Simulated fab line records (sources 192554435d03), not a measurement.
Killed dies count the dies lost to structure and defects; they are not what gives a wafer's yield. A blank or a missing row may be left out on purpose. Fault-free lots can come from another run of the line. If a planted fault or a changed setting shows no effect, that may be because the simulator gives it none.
fab line records -- flow n5Finfet -- part 2 of 2: steps 22 to 28 of 28
[record] lots = 5, wafers = 15, lastDay = 16
route steps=1938 shown BEOL_M2@864
lots untouched by any fault: they come from a run of this same line in which no faults occurred
startH: hours from the record's opening day to when the first of the lot's shown wafers began -- waitH: time in hours since the lot's previous step -- " identical to the entry in the row above -- L1.1+2: several wafers, shown together as one row -- - no value, or no start was given -- * or withheld: withheld -- < > ~ a bound
route shown NAME@n: a module of which the file shows steps, and the number in the route of the first -- usual: mean/standard deviation of fault-free wafers -- same: alike in all rows -- chamber/n: place in a boat -- sites: per-site readings -- _std_site: the values' standard deviation -- _edge_site: outer sites' mean less inner sites' -- radiusMm: how far each site lies from the wafer's centre -- mask NAME#n: copy n -- behind: the most recent tool/chamber to have shaped the wafer -- hold: cause of the lot's hold/its duration in hours/its outcome -- device: the n, p or np transistor that did not switch -- end of line: tests run on the same wafers once the route is complete -- a step with no rows: only its recipe -- killed: not the wafer's yield, but the dies lost to structure and defects at the first sort -- map: a wafer's dies, marking killed ones x, the rest . and places with no die _
set.NAME: the run value of the setting; set.NAME@STEP: its run value at that earlier step -- model.NAME: the simulator's own value behind a step, which no gauge read
lots at selected steps of the route; one table per step, one row per wafer
services: when a tool's chamber went out of use (startH, in hours from the record's first day, below 0 if earlier), for how many hours, and the reason
[[steps]]
[step N5_BEOL_M2_STRIP_71]
[recipe] chemistry = N2/H2, tempC = 40, n2FlowSccm = 200, h2FlowSccm = 200, rfFrequencyHz = 6e+07
lot.wafer,tool,chamber,startH,waitH
L074.1+2+6,rieDiel-01,"3,2,3",169.80,0.0
L078.2+3+6,rieDiel-06,"1,2,2",182.57,0.0
L081.2+4+5,rieDiel-01,"3,2,1",185.60,0.0
L084.1+3+4,rieDiel-01,"0,1,2",199.71,0.0
L087.1+2+6,rieDiel-06,"3,1,1",241.49,0.0
[step N5_BEOL_M2_STRIP_78]
[recipe] chemistry = N2/H2, tempC = 40, n2FlowSccm = 200, h2FlowSccm = 200, rfFrequencyHz = 6e+07
lot.wafer,tool,chamber,startH,waitH
L074.1+2+6,rieDiel-01,"3,2,3",169.81,0.0
L078.2+3+6,rieDiel-06,"1,2,2",182.58,0.0
L081.2+4+5,rieDiel-01,"3,2,1",185.61,0.0
L084.1+3+4,rieDiel-01,"0,1,2",199.72,0.0
L087.1+2+6,rieDiel-06,"3,1,1",241.50,0.0
[step N5_BEOL_M2_VIA_ETCH_34]
[recipe] chemistry = C4F6/O2, targetDepthA = 694, maskMaterial = SOC, pressureMtorr = 15, ionEnergyEv = 250, taperDeg = 4, timeS = 65.9, sourceW = 350, biasW = 170, Ar_flow_sccm = 300, C4F6_flow_sccm = 10, O2_flow_sccm = 10
[usual] drypumpMotorCurrentA = 5.7/0.47, oes_f_703_au = 0.82/0.09, oesProductAu = 0.81/0.091, rfVppV = 664/12, showerheadPlenumPTorr = 2.80/0.054, throttleValvePct = 30.8/0.32
lot.wafer,tool,chamber,startH,waitH,drypumpMotorCurrentA,oes_f_703_au,oesProductAu,rfHoursCounterH,rfVppV,showerheadPlenumPTorr,throttleValvePct
L074.1,rieDiel-01,3,169.82,0.0,6.1,0.84,0.84,72,657,2.77,30.4
L074.2,rieDiel-01,2,169.82,0.0,5.8,0.87,0.89,24,665,2.79,30.9
L074.6,rieDiel-01,3,169.82,0.0,6.1,0.84,0.84,-,658,2.77,30.4
L078.2,rieDiel-06,1,182.59,0.0,5.7,0.70,0.69,221,675,2.80,30.8
L078.3,rieDiel-06,2,182.59,0.0,4.9,0.91,0.91,44,689,2.88,30.9
L078.6,rieDiel-06,2,182.59,0.0,4.9,0.89,0.92,-,688,2.88,30.9
L081.2,rieDiel-01,3,185.62,0.0,6.1,0.83,0.83,80,657,2.76,30.5
L081.4,rieDiel-01,2,185.62,0.0,5.8,0.85,0.87,32,665,2.78,31.0
L081.5,rieDiel-01,1,185.62,0.0,6.3,0.98,0.96,-,648,2.79,30.7
L084.1,rieDiel-01,0,199.73,0.0,4.9,0.70,0.67,239,671,2.82,31.3
L084.3,rieDiel-01,1,199.73,0.0,6.3,0.96,0.93,6,649,2.79,30.7
L084.4,rieDiel-01,2,199.73,0.0,5.7,0.83,0.86,36,664,2.78,31.0
L087.1,rieDiel-06,3,241.51,0.0,6.0,0.66,0.66,250,662,2.79,31.1
L087.2,rieDiel-06,1,241.51,0.0,5.8,0.70,0.68,234,675,2.79,30.8
L087.6,rieDiel-06,1,241.51,0.0,5.8,0.70,0.69,-,675,2.79,30.8
[step N5_BEOL_M2_STRIP_83]
[recipe] chemistry = C4F6/O2, resist = SiARC, rfFrequencyHz = 6e+07
lot.wafer,tool,chamber,startH,waitH
L074.1+2+6,rieDiel-01,"3,2,3",169.87,0.0
L078.2+3+6,rieDiel-06,"1,2,2",182.64,0.0
L081.2+4+5,rieDiel-01,"3,2,1",185.67,0.0
L084.1+3+4,rieDiel-01,"0,1,2",199.78,0.0
L087.1+2+6,rieDiel-06,"3,1,1",241.56,0.0
[step N5_BEOL_M2_STRIP_36]
[recipe] chemistry = N2/H2, powerW = 450, tempC = 40, pressureMtorr = 20, rfFrequencyHz = 6e+07, overashFraction = 0.3, biasPowerW = 7, h2Frac = 0.5, n2FlowSccm = 200, h2FlowSccm = 200
[usual] drypumpMotorCurrentA = 5.7/0.47, oesProductAu = 0.82/0.094, rfVppV = 59.3/1.6, showerheadPlenumPTorr = 2.49/0.056, throttleValvePct = 23.5/0.33
lot.wafer,tool,chamber,startH,waitH,drypumpMotorCurrentA,oesProductAu,rfHoursCounterH,rfVppV,showerheadPlenumPTorr,throttleValvePct
L074.1,rieDiel-01,3,169.88,0.0,6.1,0.83,72,56.9,2.46,23.2
L074.2,rieDiel-01,2,169.88,0.0,5.8,0.89,24,58.2,2.47,23.5
L074.6,rieDiel-01,3,169.88,0.0,6.1,0.86,-,57.1,2.47,23.3
L078.2,rieDiel-06,1,182.65,0.0,5.8,0.70,221,60.0,2.49,23.7
L078.3,rieDiel-06,2,182.65,0.0,4.9,0.92,44,57.9,2.59,24.0
L078.6,rieDiel-06,2,182.65,0.0,4.9,0.92,-,60.2,2.59,23.9
L081.2,rieDiel-01,3,185.68,0.0,6.1,0.83,80,61.0,2.46,23.2
L081.4,rieDiel-01,2,185.68,0.0,5.7,0.89,32,61.5,2.47,23.5
L081.5,rieDiel-01,1,185.68,0.0,6.3,0.96,-,58.2,2.47,23.2
L084.1,rieDiel-01,0,199.79,0.0,4.9,0.67,239,59.8,2.50,24.0
L084.3,rieDiel-01,1,199.79,0.0,6.3,0.95,6,58.9,2.47,23.2
L084.4,rieDiel-01,2,199.79,0.0,5.8,0.89,36,60.1,2.46,23.6
L087.1,rieDiel-06,3,241.57,0.0,6.0,0.64,250,57.9,2.49,24.0
L087.2,rieDiel-06,1,241.57,0.0,5.7,0.68,234,58.1,2.48,23.7
L087.6,rieDiel-06,1,241.57,0.0,5.7,0.68,-,60.2,2.48,23.7
[step N5_BEOL_M2_TRENCH_ETCH_37]
[recipe] chemistry = C4F6/O2, targetDepthA = 555.55, target = SiOC, timeS = 29.2, ionEnergyEv = 250, pressureMtorr = 30, sourceW = 355, biasW = 185, Ar_flow_sccm = 300, C4F6_flow_sccm = 10, O2_flow_sccm = 10
[usual] drypumpMotorCurrentA = 5.7/0.47, oes_f_703_au = 0.82/0.09, oesProductAu = 0.81/0.091, rfVppV = 664/12, showerheadPlenumPTorr = 2.80/0.054, throttleValvePct = 20.83/0.29
lot.wafer,tool,chamber,startH,waitH,drypumpMotorCurrentA,oes_f_703_au,oesProductAu,rfHoursCounterH,rfVppV,showerheadPlenumPTorr,throttleValvePct
L074.1,rieDiel-01,3,-,-,6.1,0.85,0.83,72,657,2.77,20.45
L074.2,rieDiel-01,2,-,-,5.7,0.86,0.89,24,666,2.79,20.87
L074.6,rieDiel-01,3,-,-,6.1,0.84,0.83,-,657,2.77,20.43
L078.2,rieDiel-06,1,-,-,5.7,0.70,0.69,221,673,2.80,21.00
L078.3,rieDiel-06,2,-,-,4.9,0.90,0.91,44,689,2.88,20.99
L078.6,rieDiel-06,2,-,-,4.9,0.91,0.91,-,689,2.88,20.96
L081.2,rieDiel-01,3,-,-,6.1,0.83,0.83,80,658,2.77,20.44
L081.4,rieDiel-01,2,-,-,5.8,0.84,0.87,32,665,2.79,20.89
L081.5,rieDiel-01,1,-,-,6.3,0.99,0.96,-,647,2.80,20.66
L084.1,rieDiel-01,0,-,-,4.9,0.70,0.68,240,670,2.83,21.35
L084.3,rieDiel-01,1,-,-,6.3,0.97,0.94,6,647,2.79,20.66
L084.4,rieDiel-01,2,-,-,5.8,0.84,0.86,36,666,2.79,20.90
L087.1,rieDiel-06,3,-,-,6.0,0.67,0.65,250,663,2.80,21.20
L087.2,rieDiel-06,1,-,-,5.7,0.69,0.69,234,676,2.80,21.03
L087.6,rieDiel-06,1,-,-,5.7,0.69,0.68,-,674,2.80,21.02
[step N5_BEOL_M2_ETCH_41]
[recipe] chemistry = CH3F/O2, target = SiCN, targetDepthA = 299, taperDeg = 2, timeS = 52.5, ionEnergyEv = 120, maskMaterial = TiN, pressureMtorr = 30, sourceW = 395, biasW = 75, Ar_flow_sccm = 150, CH3F_flow_sccm = 30, O2_flow_sccm = 20
[usual] drypumpMotorCurrentA = 5.7/0.47, oesProductAu = 0.81/0.091, rfVppV = 296.7/1.1, showerheadPlenumPTorr = 1.97/0.04, throttleValvePct = 16.28/0.28
lot.wafer,tool,chamber,startH,waitH,drypumpMotorCurrentA,oesProductAu,rfHoursCounterH,rfVppV,showerheadPlenumPTorr,throttleValvePct
L074.1,rieDiel-01,3,-,-,6.1,0.83,72,297.2,1.95,15.92
L074.2,rieDiel-01,2,-,-,5.8,0.87,24,295.2,1.96,16.29
L074.6,rieDiel-01,3,-,-,6.1,0.83,-,296.2,1.95,15.92
L078.2,rieDiel-06,1,-,-,5.8,0.70,221,297.4,1.97,16.49
L078.3,rieDiel-06,2,-,-,4.9,0.92,44,297.4,2.03,16.39
L078.6,rieDiel-06,2,-,-,4.9,0.92,-,297.7,2.03,16.39
L081.2,rieDiel-01,3,-,-,6.1,0.82,80,296.0,1.94,15.94
L081.4,rieDiel-01,2,-,-,5.8,0.87,32,296.5,1.96,16.31
L081.5,rieDiel-01,1,-,-,6.3,0.96,-,296.3,1.96,16.08
L084.1,rieDiel-01,0,-,-,4.9,0.68,240,296.4,1.98,16.82
L084.3,rieDiel-01,1,-,-,6.3,0.94,6,297.9,1.96,16.10
L084.4,rieDiel-01,2,-,-,5.8,0.87,36,295.4,1.96,16.32
L087.1,rieDiel-06,3,-,-,6.0,0.65,250,296.6,1.97,16.71
L087.2,rieDiel-06,1,-,-,5.7,0.68,234,296.6,1.96,16.55
L087.6,rieDiel-06,1,-,-,5.7,0.69,-,297.5,1.96,16.54
[[services]]
tool,chamber,startH,hours,kind
euvScanner-01,-,143.27,1.0,pm
rieDiel-06,1,153.08,4.2,repair
rieDiel-03,2,157.10,-,clean
rieDiel-03,2,157.10,-,consumableReplace:esc
rieDiel-03,2,157.10,-,consumableReplace:focusRing
rieDiel-03,2,157.10,-,consumableReplace:showerhead
rieDiel-01,1,162.13,-,clean
rieDiel-01,1,162.13,-,consumableReplace:focusRing
rieDiel-01,1,162.13,17.2,scheduledDown
rieDiel-01,1,162.13,17.2,ventCycle
aldSin-04,-,176.75,14.0,pm
euvScanner-02,-,179.27,1.0,pm
aldSin-03,2,182.84,6.7,repair
euvScanner-01,-,190.64,1.0,pm
rieDiel-03,2,201.74,28.7,repair
rieDiel-06,1,214.36,13.2,repair
rieDiel-03,-,219.88,28.1,pm
lithoTrack-05,-,222.42,-,consumableReplace:filter
euvScanner-02,-,235.42,1.0,pm
rieMetal-02,-,235.86,2.8,pm
rieDiel-01,0,238.87,-,clean
rieDiel-01,0,238.87,-,consumableReplace:focusRing
rieDiel-01,0,238.87,17.9,scheduledDown
rieDiel-01,0,238.87,17.9,ventCycle
